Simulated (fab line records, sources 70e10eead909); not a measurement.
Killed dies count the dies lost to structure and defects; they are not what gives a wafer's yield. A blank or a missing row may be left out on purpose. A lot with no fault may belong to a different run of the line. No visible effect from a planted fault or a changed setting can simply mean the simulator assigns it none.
Matching of chambers    flow nand-harc    NHARC_A_M1_ETCH_15 on rie-diel-07: 4 sister chambers
The step etches the open film in C4F8/Ar, target depth 182.5 nm, time 91.2 s. 4 wafers are shown with their chamber, then 8 later ones without.

WAFERS, EACH WITH ITS CHAMBER
wafer   chamber  rf-vpp-V (V)
L143.2  0        444.2
L143.5  3        437.9
L141.6  1        441.9
L149.1  2        438.8

WAFERS WHOSE CHAMBER IS MISSING
wafer   rf-vpp-V (V)
L149.5  439.3
L149.6  442.1
L148.2  438.2
L148.4  437.1
L148.5  437.1
L153.3  434.4
L153.5  435.3
L153.6  443.7

CHAMBER TAKEN BY EACH
wafer   from the rows above           in truth
L149.5  can't be placed: 2 or 3 or 1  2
L149.6  can't be placed: 1 or 0 or 2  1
L148.2  can't be placed: 3 or 2       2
L148.4  can't be placed: 3 or 2       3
L148.5  can't be placed: 3 or 2       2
L153.3  can't be placed: 3 or 2       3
L153.5  can't be placed: 3 or 2       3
L153.6  can't be placed: 0 or 1       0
0 of 8 placed correctly. Cannot be placed on the basis of these rows: 8; the candidates contain the true chamber in 8. Number placed wrongly: 0.
How it was worked out, from the rows above alone: a wafer's distance from a chamber is the root of the sum, over the readings, of the square of ((its reading less the chamber's mean) divided by the reading's scatter). The wafer belongs to the nearest chamber; if the next one is less than 2 further off, it can't be placed. Each chamber's mean is taken over the wafers shown for it. The scatter (one wafer shown for each chamber): square how far every hidden wafer sits from the nearest shown wafer, average those squares and take the square root.
